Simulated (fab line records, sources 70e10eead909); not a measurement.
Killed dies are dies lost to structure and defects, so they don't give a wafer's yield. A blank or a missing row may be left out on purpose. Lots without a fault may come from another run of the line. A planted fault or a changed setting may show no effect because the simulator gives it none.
Which tool did it? | flow nand_harc | 12 lots, 36 wafers sampled, at 2 steps of a route of 1159

WHAT THE GAUGES READ, wafer by wafer
NHARC_A_SGD_CUT_CD_MEAS_09: target cd 100 nm.
lot  | measured     | on        | cd_nm (nm)
L076 | day 14 02:42 | cd_sem-02 | 99.7 100.5 100.8
L079 | day 14 11:37 | cd_sem-03 | 99.4 99.6 99.5
L077 | day 14 13:06 | cd_sem-01 | 99.2 100.4 99.6
L082 | day 15 01:47 | cd_sem-01 | 99.8 99.5 100.5
L084 | day 16 03:52 | cd_sem-03 | 99.3 98.8 100.0
L087 | day 16 23:45 | cd_sem-03 | 100.2 98.8 99.2
L088 | day 17 01:18 | cd_sem-03 | 100.2 99.0 100.0
L089 | day 17 13:25 | cd_sem-01 | 99.9 99.4 99.7
L090 | day 17 16:56 | cd_sem-02 | 101.0 100.8 100.7
L093 | day 18 05:58 | cd_sem-01 | 98.5 98.5 99.5
L095 | day 19 09:49 | cd_sem-03 | 99.0 100.4 100.8
L097 | day 19 20:39 | cd_sem-02 | 100.3 99.1 100.7

WHICH TOOL RAN EACH LOT (tool, then ch and the chambers of the sampled wafers, then the start)
lot  | NHARC_A_STAIRCASE_CMP_152
L076 | cmp-03 ch 0,2,3, day 14 00:19
L079 | cmp-01 ch 0,1,2, day 14 09:03
L077 | cmp-02 ch 0,2,3, day 14 10:32
L082 | cmp-03 ch 0,1,3, day 14 23:07
L084 | cmp-02 ch 0,2,3, day 16 00:52
L087 | cmp-01 ch 0,1,2, day 16 21:00
L088 | cmp-03 ch 0,1,3, day 16 22:44
L089 | cmp-01 ch 1,2,3, day 17 10:27
L090 | cmp-03 ch 0,1,3, day 17 14:20
L093 | cmp-03 ch 1,2, day 18 03:30
L095 | cmp-02 ch 0,2,3, day 19 07:17
L097 | cmp-02 ch 1,2, day 19 18:05
- NHARC_A_STAIRCASE_CMP_152: polishes.

THE ANSWER, worked out from the rows above alone
Rule: what is usual is taken from the lots themselves. Put in order of their means at a reading, lots are off if they are a third of the lots or fewer, leave a main group of 4 or more, and stand apart from it by a gap of 3 or more times the standard deviation of the main group's means; of several such gaps the widest counts. A main group whose means are all the same, to the digits that the tables above print for the reading, isn't used. A lot without any number at a reading at which 4 lots or more have one is off too. The other lots that the step has rows for count as sound.
No lot is off at any reading shown: from this, nothing can be told.

WHAT THE SIMULATOR HAD PUT IN
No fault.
